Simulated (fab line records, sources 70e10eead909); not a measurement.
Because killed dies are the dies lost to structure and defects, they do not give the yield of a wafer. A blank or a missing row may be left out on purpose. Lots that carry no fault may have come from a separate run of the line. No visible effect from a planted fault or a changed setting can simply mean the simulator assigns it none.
Matching of chambers -- flow nandHarc -- NHARC_P_CONTACT_CMP_01 on cmp-01 has 4 sister chambers
The step polishes SiO2, target thk 200 nm. 8 wafers are shown with their chamber, then 8 later ones without.

WAFERS PAIRED WITH THEIR CHAMBERS
wafer,chamber,motorCurrentA (A),slurryFlowMlMin
L081.5,2,11.0,149.5
L090.1,2,11.2,150.4
L090.2,1,12.1,150.6
L090.6,3,12.4,150.7
L092.2,0,12.4,149.6
L092.3,1,12.0,150.4
L092.4,3,11.6,150.0
L094.2,0,12.3,150.0

WAFERS WHOSE CHAMBER IS MISSING
wafer,motorCurrentA (A),slurryFlowMlMin
L094.4,11.2,149.8
L094.5,12.1,149.8
L095.1,12.9,149.3
L095.3,11.8,149.3
L095.6,11.1,149.8
L096.1,11.8,149.5
L096.2,12.2,149.6
L096.3,10.7,149.3

CHAMBER TAKEN BY EACH
wafer,from the rows above,in truth
L094.4,2,2
L094.5,can't be placed: 0 or 3 or 1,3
L095.1,can't be placed: 0 or 3 or 1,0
L095.3,can't be placed: 0 or 3 or 2 or 1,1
L095.6,2,2
L096.1,can't be placed: 0 or 3 or 1 or 2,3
L096.2,can't be placed: 0 or 3 or 1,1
L096.3,2,2
Placed correctly: 3 of 8. Cannot be placed on the basis of these rows: 5; the candidates contain the true chamber in 5. Number placed wrongly: 0.
How it was worked out, from the rows above alone: a wafer's distance from a chamber is the root of the sum, over the readings, of the square of ((its reading less the chamber's mean) divided by the reading's scatter). The wafer belongs to the nearest chamber; if the next one is less than 2 further off, it can't be placed. The mean given for a chamber averages the wafers shown for that chamber. The scatter: the root of (the sum of the squares of (reading less its chamber's mean) over the shown wafers, divided by (wafers less chambers)).
